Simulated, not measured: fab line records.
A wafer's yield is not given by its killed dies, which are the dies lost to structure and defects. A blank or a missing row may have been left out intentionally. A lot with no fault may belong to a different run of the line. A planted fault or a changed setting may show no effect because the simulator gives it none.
fab line records -- flow nand_harc
record lots=11, wafers=32, last_day=24
route steps=1159 shown A_CONTACT@963 A_BLC@972 END@1159
lots with no fault: from the same line, run without faults
start_h: start of the lot's first displayed wafer, in hours after the record's first day -- wait_h: hours elapsed since this lot's preceding step -- " the same as in the row above -- L1.1+2: a row that stands for several wafers -- - no value, or no start was given -- * or withheld: withheld -- < > ~ a bound
route shown NAME@n: names a module that has steps shown in the file, with the first one's number in the route -- usual: mean and standard deviation over wafers with no fault -- same: alike in all rows -- chamber/n: place in a boat -- sites: readings site by site -- _std_site: standard deviation across them -- _edge_site: outer sites' mean less inner sites' -- radius_mm: how far each site lies from the wafer's centre -- mask NAME#n: copy n -- behind: the tool/chamber that last shaped the wafer -- hold: what put the lot on hold/how long, in hours/how the hold closed -- device: which transistor (n, p or np) failed to switch -- end of line: the route-end tests of the same wafers -- for a step that has no rows: nothing shown but its recipe -- killed: the dies lost at the first sort to structure and to defects; this is not the yield of the wafer -- map: shows each die of a wafer: x if killed, . if not, _ if none is there
set.NAME: the setting as run; set.NAME@STEP: as run at that earlier step -- model.NAME: the simulator's own value behind a step, which no gauge read
one table for each step of the route and one row for each wafer, over a sample of lots
services: the hour from which a tool's chamber was out of use, counted from the record's first day as start_h (under 0 if before that day), plus the number of hours and why
## steps
# step NHARC_A_CONTACT_INSPECT_23
# usual raw_defect_count=412/130
lot.wafer,tool,chamber,start_h,wait_h,raw_defect_count
L890.2,defect_inspect-02,-,394.19,0.1,332
L890.4,defect_inspect-02,-,394.19,0.1,372
L890.5,defect_inspect-02,-,394.19,0.1,255
L891.3,defect_inspect-01,-,395.90,0.1,382
L891.4,defect_inspect-01,-,395.90,0.1,294
L891.6,defect_inspect-01,-,395.90,0.1,251
L894.3,defect_inspect-02,-,413.39,0.1,345
L894.4,defect_inspect-02,-,413.39,0.1,413
L894.5,defect_inspect-02,-,413.39,0.1,439
L893.1,defect_inspect-02,-,424.62,0.1,419
L893.2,defect_inspect-02,-,424.62,0.1,475
L893.4,defect_inspect-02,-,424.62,0.1,556
L895.1,defect_inspect-02,-,434.34,0.1,448
L895.5,defect_inspect-02,-,434.34,0.1,457
L895.6,defect_inspect-02,-,434.34,0.1,424
L899.1,defect_inspect-01,-,443.96,0.1,553
L899.3,defect_inspect-01,-,443.96,0.1,369
L899.5,defect_inspect-01,-,443.96,0.1,397
L898.3,defect_inspect-02,-,443.97,0.1,312
L898.4,defect_inspect-02,-,443.97,0.1,458
L898.6,defect_inspect-02,-,443.97,0.1,359
L900.1,defect_inspect-01,-,456.01,0.1,259
L900.3,defect_inspect-01,-,456.01,0.1,286
L900.6,defect_inspect-01,-,456.01,0.1,326
L909.2,defect_inspect-01,-,514.70,0.1,545
L909.6,defect_inspect-01,-,514.70,0.1,841
L911.1,defect_inspect-02,-,520.94,0.1,314
L911.4,defect_inspect-02,-,520.94,0.1,322
L911.5,defect_inspect-02,-,520.94,0.1,275
L913.1,defect_inspect-02,-,523.18,0.1,263
L913.2,defect_inspect-02,-,523.18,0.1,418
L913.4,defect_inspect-02,-,523.18,0.1,491
# step NHARC_A_BLC_PEB_08
# recipe peb_temp_c=100, peb_time_s=65
# usual exhaust_pa=44.9/1, heater_power_total_W=156.6/0.44, plate_temp_C=99.97/0.13
lot.wafer,tool,chamber,start_h,wait_h,exhaust_pa,heater_power_total_W,plate_temp_C
L890.2,litho_track-04,0,394.62,0.1,44.1,156.2,99.88
L890.4,litho_track-04,0,394.62,0.1,44.1,156.7,99.96
L890.5,litho_track-04,0,394.62,0.1,43.7,155.9,99.99
L891.3,litho_track-04,0,396.33,0.0,45.7,156.8,99.99
L891.4,litho_track-04,0,396.33,0.0,45.4,156.0,99.96
L891.6,litho_track-04,0,396.33,0.0,44.4,156.6,99.93
L894.3,litho_track-04,0,413.82,0.0,46.1,156.2,99.75
L894.4,litho_track-04,0,413.82,0.0,46.2,157.0,99.96
L894.5,litho_track-04,0,413.82,0.0,46.9,156.1,99.67
L893.1,litho_track-06,0,424.93,0.1,44.7,156.5,99.78
L893.2,litho_track-06,0,424.93,0.1,45.5,156.2,99.78
L893.4,litho_track-06,0,424.93,0.1,44.6,157.2,99.88
L895.1,litho_track-04,0,434.77,0.1,45.2,156.1,99.88
L895.5,litho_track-04,0,434.77,0.1,44.9,156.0,100.07
L895.6,litho_track-04,0,434.77,0.1,45.2,156.0,99.99
L899.1,litho_track-06,0,444.26,0.1,44.8,157.0,99.94
L899.3,litho_track-06,0,444.26,0.1,43.7,156.3,99.92
L899.5,litho_track-06,0,444.26,0.1,44.8,156.2,99.93
L898.3,litho_track-06,0,444.42,0.0,45.5,157.2,99.96
L898.4,litho_track-06,0,444.42,0.0,44.9,157.1,100.25
L898.6,litho_track-06,0,444.42,0.0,45.6,156.4,99.96
L900.1,litho_track-04,0,456.43,0.1,43.1,156.0,99.99
L900.3,litho_track-04,0,456.43,0.1,43.7,157.2,100.24
L900.6,litho_track-04,0,456.43,0.1,43.6,156.3,100.13
L909.2,litho_track-04,0,515.13,0.1,44.0,155.6,99.34
L909.6,litho_track-04,0,515.13,0.1,44.7,154.5,99.25
L911.1,litho_track-04,0,521.24,0.1,45.1,155.8,99.26
L911.4,litho_track-04,0,521.24,0.1,44.6,155.1,99.20
L911.5,litho_track-04,0,521.24,0.1,45.3,155.5,99.24
L913.1,litho_track-01,0,523.61,0.1,45.3,157.2,99.91
L913.2,litho_track-01,0,523.61,0.1,45.3,157.1,99.97
L913.4,litho_track-01,0,523.61,0.1,44.5,156.8,99.87
# step NHARC_A_BLC_CD_MEAS_10
# recipe target_cd_nm=100, landing_energy_ev=500
# usual cd_nm=100.0/0.47
lot.wafer,tool,chamber,start_h,wait_h,cd_nm
L890.2,cd_sem-02,0,394.70,-,101.1
L890.4,cd_sem-02,0,394.70,-,99.6
L890.5,cd_sem-02,0,394.70,-,100.4
L891.3,cd_sem-01,0,396.42,-,99.7
L891.4,cd_sem-01,0,396.42,-,99.3
L891.6,cd_sem-01,0,396.42,-,98.7
L894.3,cd_sem-02,0,413.91,-,100.6
L894.4,cd_sem-02,0,413.91,-,100.7
L894.5,cd_sem-02,0,413.91,-,100.3
L893.1,cd_sem-02,0,425.00,-,99.5
L893.2,cd_sem-02,0,425.00,-,100.4
L893.4,cd_sem-02,0,425.00,-,100.1
L895.1,cd_sem-01,0,434.85,-,99.4
L895.5,cd_sem-01,0,434.85,-,100.1
L895.6,cd_sem-01,0,434.85,-,100.1
L899.1,cd_sem-01,0,444.34,-,100.2
L899.3,cd_sem-01,0,444.34,-,100.3
L899.5,cd_sem-01,0,444.34,-,100.3
L898.3,cd_sem-01,0,444.50,-,100.6
L898.4,cd_sem-01,0,444.50,-,99.9
L898.6,cd_sem-01,0,444.50,-,100.7
L900.1,cd_sem-01,0,456.51,-,100.1
L900.3,cd_sem-01,0,456.51,-,100.0
L900.6,cd_sem-01,0,456.51,-,100.5
L909.2,cd_sem-01,0,515.21,-,97.6
L909.6,cd_sem-01,0,515.21,-,97.4
L911.1,cd_sem-02,0,521.33,-,97.7
L911.4,cd_sem-02,0,521.33,-,97.9
L911.5,cd_sem-02,0,521.33,-,97.2
L913.1,cd_sem-01,0,523.69,-,100.2
L913.2,cd_sem-01,0,523.69,-,99.2
L913.4,cd_sem-01,0,523.69,-,100.2
# step NHARC_A_BLC_ETCH_16
# recipe target_depth_a=390, over_etch_frac=0.3, time_s=65, ion_energy_ev=80, cf4_flow_sccm=150, ar_flow_sccm=0, rf_w=300, bias_w=100, chemistry=CF4
# usual drypump_motor_current_A=5.4/0.38, oes_product_au=1.001/0.0067, rf_vpp_V=152.1/1.1, showerhead_plenum_p_Torr=1.84/0.073, throttle_valve_pct=13.284/0.0082
lot.wafer,tool,chamber,start_h,wait_h,drypump_motor_current_A,oes_product_au,rf_hours_counter_h,rf_vpp_V,showerhead_plenum_p_Torr,throttle_valve_pct
L890.2,rie_diel-11,1,394.97,0.1,5.6,0.999,2,154.2,1.86,13.282
L890.4,rie_diel-11,0,394.97,0.1,5.5,0.990,2,151.7,1.89,13.282
L890.5,rie_diel-11,2,394.97,0.1,4.6,0.998,-,153.4,1.88,13.280
L891.4,rie_diel-11,1,396.69,0.1,5.6,1.007,3,153.4,1.86,13.274
L891.3,rie_diel-11,2,396.69,0.1,4.7,1.001,3,152.3,1.88,13.301
L891.6,rie_diel-11,3,396.69,0.1,5.6,1.002,-,152.3,1.89,13.287
L894.3,rie_diel-11,0,414.18,0.1,5.5,0.995,4,152.4,1.89,13.286
L894.4,rie_diel-11,1,414.18,0.1,5.6,0.999,4,152.5,1.86,13.286
L894.5,rie_diel-11,3,414.18,0.1,5.6,1.006,-,152.5,1.89,13.289
L893.1,rie_diel-11,1,425.28,0.1,5.7,1.005,5,153.2,1.86,13.280
L893.4,rie_diel-11,2,425.28,0.1,4.7,1.006,5,151.7,1.88,13.280
L893.2,rie_diel-11,3,425.28,0.1,5.6,0.999,6,152.7,1.89,13.275
L895.1,rie_diel-11,1,435.13,0.1,5.6,1.004,7,154.0,1.86,13.284
L895.5,rie_diel-11,3,435.13,0.1,5.6,0.997,-,153.8,1.89,13.294
L895.6,rie_diel-11,0,435.13,0.1,5.5,0.995,-,152.9,1.89,13.284
L899.3,rie_diel-07,0,444.62,0.1,6.0,1.013,4,150.3,1.69,13.286
L899.1,rie_diel-07,1,444.62,0.1,5.3,1.004,4,149.4,1.70,13.287
L899.5,rie_diel-07,1,444.62,0.1,5.3,0.994,-,150.8,1.70,13.283
L898.4,rie_diel-11,2,444.77,0.1,4.7,1.002,8,153.4,1.88,13.291
L898.3,rie_diel-11,1,444.77,0.1,5.6,0.996,8,150.5,1.86,13.297
L898.6,rie_diel-11,2,444.77,0.1,4.6,0.996,-,150.9,1.88,13.279
L900.3,rie_diel-11,1,456.79,0.1,5.6,1.008,9,152.4,1.86,13.282
L900.1,rie_diel-11,2,456.79,0.1,4.6,1.001,9,153.2,1.88,13.280
L900.6,rie_diel-11,1,456.79,0.1,5.6,1.008,-,151.6,1.86,13.289
L909.2,rie_diel-07,1,515.49,0.1,5.3,1.009,13,150.0,1.70,13.291
L909.6,rie_diel-07,0,515.49,0.1,6.0,0.992,-,151.2,1.69,13.296
L911.1,rie_diel-11,1,521.61,0.1,5.6,1.007,14,151.5,1.86,13.292
L911.4,rie_diel-11,0,521.61,0.1,5.5,1.011,16,153.5,1.88,13.284
L911.5,rie_diel-11,2,521.61,0.1,4.7,0.999,-,151.2,1.88,13.280
L913.2,rie_diel-11,3,523.96,0.1,5.6,1.007,16,152.0,1.89,13.287
L913.1,rie_diel-11,0,523.96,0.1,5.5,1.011,16,152.2,1.88,13.276
L913.4,rie_diel-11,2,523.96,0.1,4.6,1.000,16,151.8,1.88,13.279
# step NHARC_A_BLC_ETCH_17
# recipe target_depth_a=3900, over_etch_frac=0.25, time_s=609.38, ion_energy_ev=200, n2_flow_sccm=150, h2_flow_sccm=150, ar_flow_sccm=0, rf_w=400, bias_w=150, chemistry=N2/H2
# usual drypump_motor_current_A=5.4/0.38, h2_flow_sccm=150.0/0.43, oes_product_au=1.002/0.0061, rf_vpp_V=433.0/2.5, showerhead_plenum_p_Torr=2.13/0.087, throttle_valve_pct=14.170/0.0093
lot.wafer,tool,chamber,start_h,wait_h,drypump_motor_current_A,h2_flow_sccm,oes_product_au,rf_hours_counter_h,rf_vpp_V,showerhead_plenum_p_Torr,throttle_valve_pct
L890.4,rie_diel-11,0,-,-,5.5,149.5,1.001,2,432.3,2.19,14.165
L890.2,rie_diel-11,1,-,-,5.7,150.7,1.001,3,432.4,2.16,14.174
L890.5,rie_diel-11,0,-,-,5.5,149.6,0.995,-,433.6,2.19,14.161
L891.4,rie_diel-11,2,-,-,4.7,150.1,1.006,3,434.1,2.19,14.182
L891.3,rie_diel-11,0,-,-,5.5,149.9,0.995,3,434.2,2.19,14.188
L891.6,rie_diel-11,1,-,-,5.7,149.4,1.003,-,434.3,2.16,14.179
L894.4,rie_diel-11,3,-,-,5.6,149.7,0.995,4,433.9,2.20,14.162
L894.3,rie_diel-11,0,-,-,5.5,150.4,0.994,5,435.5,2.19,14.167
L894.5,rie_diel-11,2,-,-,4.7,149.1,1.007,-,433.4,2.19,14.172
L893.1,rie_diel-11,2,-,-,4.7,150.3,1.004,5,435.3,2.18,14.172
L893.2,rie_diel-11,0,-,-,5.5,150.1,0.998,6,435.2,2.19,14.174
L893.4,rie_diel-11,1,-,-,5.6,149.6,0.998,5,434.7,2.16,14.176
L895.1,rie_diel-11,1,-,-,5.6,150.3,1.007,7,433.0,2.16,14.181
L895.5,rie_diel-11,2,-,-,4.7,149.8,1.011,-,433.9,2.18,14.178
L895.6,rie_diel-11,3,-,-,5.6,149.5,1.013,-,434.2,2.20,14.158
L899.3,rie_diel-07,1,-,-,5.3,149.4,0.998,4,428.6,1.95,14.168
L899.1,rie_diel-07,2,-,-,5.5,149.4,0.998,5,432.5,2.11,14.180
L899.5,rie_diel-07,3,-,-,5.4,150.2,0.993,-,429.7,2.03,14.184
L898.4,rie_diel-11,2,-,-,4.7,150.4,1.001,8,434.1,2.18,14.170
L898.3,rie_diel-11,3,-,-,5.6,150.5,0.995,9,434.4,2.20,14.168
L898.6,rie_diel-11,2,-,-,4.7,150.5,1.008,-,433.3,2.18,14.197
L900.1,rie_diel-11,0,-,-,5.5,150.5,1.001,9,433.6,2.19,14.180
L900.3,rie_diel-11,1,-,-,5.6,149.8,1.004,9,433.2,2.16,14.162
L900.6,rie_diel-11,1,-,-,5.7,149.7,1.000,-,433.7,2.16,14.182
L909.2,rie_diel-07,1,-,-,5.3,149.1,1.014,13,427.3,1.95,14.168
L909.6,rie_diel-07,0,-,-,6.0,149.9,1.014,-,426.5,1.94,14.164
L911.4,rie_diel-11,2,-,-,4.7,150.2,1.016,15,434.2,2.18,14.165
L911.1,rie_diel-11,0,-,-,5.5,150.6,1.010,16,434.9,2.19,14.171
L911.5,rie_diel-11,3,-,-,5.6,149.6,1.005,-,434.2,2.19,14.171
L913.4,rie_diel-11,0,-,-,5.5,150.5,1.005,16,434.4,2.19,14.167
L913.2,rie_diel-11,2,-,-,4.6,149.9,1.008,16,436.2,2.18,14.164
L913.1,rie_diel-11,3,-,-,5.7,149.3,0.996,16,434.4,2.19,14.173
# step NHARC_END_SORT_01
# recipe temp_c=25
# usual killed_at_array=27/11, killed_at_other=0.8/1.4, killed_at_periphery=3.3/2, killed_dies=31/11, killed_open=3.4/1.8, killed_short=2.1/1.3
# same gross_dies=677
lot.wafer,tool,chamber,start_h,wait_h,killed_at_array,killed_at_other,killed_at_periphery,killed_dies,killed_open,killed_short
L898.3,prober-02,0,498.42,3.1,15,0,4,19,1,4
L898.4,prober-02,0,499.21,3.4,10,1,3,14,4,2
L898.6,prober-02,0,500.79,4.0,15,0,5,20,2,2
L909.2,prober-02,0,560.93,2.8,39,1,3,43,6,4
L909.6,prober-02,0,564.17,4.0,40,1,4,45,8,1
L913.1,prober-01,0,575.88,2.5,15,0,6,21,2,1
L913.2,prober-01,0,576.68,2.8,14,0,2,16,3,0
L913.4,prober-01,0,578.29,3.4,13,1,2,16,6,1
# killed by level:class
L898.3 A_CHANNEL_HOLE_D1:chamber_film_flake=4 A_STAIRCASE:chamber_film_flake=4 A_CONTACT:chamber_film_flake=3 P_GATE:chamber_film_flake=2 P_M0:geometric_particle:short=1 A_CHANNEL_FILL_D1:geometric_particle:short=1 A_SGD_CUT:geometric_particle:short=1 A_WL_FILL:geometric_particle:short=1
L898.4 A_CONTACT:chamber_film_flake=3 P_GATE:chamber_film_flake=2 A_CHANNEL_HOLE_D1:chamber_film_flake=2 P_GATE:geometric_particle:short=1 A_ONON_D1:geometric_particle:open=1 A_CHANNEL_HOLE_D1:geometric_particle:open=1 A_WL_FILL:geometric_particle:open=1 A_CONTACT:geometric_particle:open=1
L898.6 A_CONTACT:chamber_film_flake=5 A_STAIRCASE:chamber_film_flake=4 A_CHANNEL_HOLE_D1:chamber_film_flake=3 P_GATE:geometric_particle:short=1 P_CONTACT:geometric_particle:short=1 P_M2:geometric_particle:open=1 P_GATE:chamber_film_flake=1 A_M1:geometric_particle:open=1
L909.2 A_SLIT:chamber_film_flake=18 A_CONTACT:chamber_film_flake=8 A_CHANNEL_HOLE_D1:chamber_film_flake=5 A_CONTACT:geometric_particle:open=2 P_CONTACT:geometric_particle:short=1 P_M2:geometric_particle:short=1 A_ONON_D1:geometric_particle:short=1 A_CHANNEL_HOLE_D1:geometric_particle:short=1
L909.6 A_CONTACT:chamber_film_flake=14 A_SLIT:chamber_film_flake=13 A_CHANNEL_HOLE_D1:chamber_film_flake=5 A_WL_FILL:geometric_particle:open=4 P_GATE:chamber_film_flake=2 P_CONTACT:geometric_particle:open=1 P_M2:geometric_particle:open=1 A_SOURCE_PLATE:geometric_particle:open=1
L913.1 A_CHANNEL_HOLE_D1:chamber_film_flake=9 P_ZERO_WELL:chamber_film_flake=2 A_STAIRCASE:chamber_film_flake=2 A_CONTACT:chamber_film_flake=2 P_STI:geometric_particle:short=1 P_CONTACT:geometric_particle:open=1 P_M0:geometric_particle:open=1 P_STI:chamber_film_flake=1
L913.2 A_CHANNEL_HOLE_D1:chamber_film_flake=6 A_CONTACT:chamber_film_flake=3 A_M1:chamber_film_flake=2 P_CONTACT:geometric_particle:open=1 A_CHANNEL_HOLE_D1:geometric_particle:open=1 A_M0:geometric_particle:open=1 P_ZERO_WELL:chamber_film_flake=1 A_CHANNEL_FILL_D1:chamber_film_flake=1
L913.4 A_CHANNEL_HOLE_D1:chamber_film_flake=6 A_CONTACT:geometric_particle:open=2 A_CONTACT:chamber_film_flake=2 P_M0:geometric_particle:open=1 P_M2:geometric_particle:open=1 A_SGD_CUT:geometric_particle:short=1 A_M0:geometric_particle:open=1 STARTING-WAFER:geometric_particle:open=1
## services
tool,chamber,start_h,hours,kind
rie_diel-11,0,375.51,-,clean
rie_diel-11,1,375.51,-,clean
rie_diel-11,2,375.51,-,clean
rie_diel-11,3,375.51,-,clean
rie_diel-11,0,400.01,-,clean
rie_diel-11,1,400.01,-,clean
rie_diel-11,2,400.01,-,clean
rie_diel-11,3,400.01,-,clean
rie_diel-07,-,405.20,9.0,pm
rie_diel-11,1,411.18,2.3,repair
rie_diel-11,2,421.01,2.3,repair
rie_diel-11,0,424.51,-,clean
rie_diel-11,1,424.51,-,clean
rie_diel-11,2,424.51,-,clean
rie_diel-11,3,424.51,-,clean
litho_track-01,-,443.00,7.0,pm
rie_diel-11,0,449.01,-,clean
rie_diel-11,1,449.01,-,clean
rie_diel-11,2,449.01,-,clean
rie_diel-11,3,449.01,-,clean
litho_track-06,-,467.00,7.0,pm
rie_diel-11,0,473.51,-,clean
litho_track-04,-,491.00,7.0,pm
rie_diel-11,1,500.47,6.0,repair
## key
first_sign step=NHARC_A_BLC_PEB_08, reading=plate_temp_C, direction=down, sigmas=5.7, usual=*, struck=*
effect step=NHARC_A_BLC_PEB_08, reading=heater_power_total_W, direction=down, sigmas=2.9, usual=*, struck=*
effect step=NHARC_A_BLC_CD_MEAS_10, reading=cd_nm, direction=down, sigmas=5.2, usual=100.0, struck=97.6
met_at NHARC_A_BLC_PEB_08
struck_lots L909,L911
tester_left_out L909,L911
not_acting_at NHARC_A_CONTACT_INSPECT_23,NHARC_A_BLC_ETCH_16,NHARC_A_BLC_ETCH_17
onset_between 456.43 515.13
fault kind=process_parameter_drift, tool=litho_track-04, chamber=-, onset_h=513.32, steps=NHARC_A_BLC_PEB_08, channel=peb_temp_c, offset=*, shape=step, end_h=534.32, acts_in=*, stated=*
# tester_left_out: of these lots the tester's yield and bins aren't shown, on N5 and GAA mostly nor the transistor test; their killed dies are dies lost to structure and defects alone, not to doping, threshold or leakage, so they don't give the yield
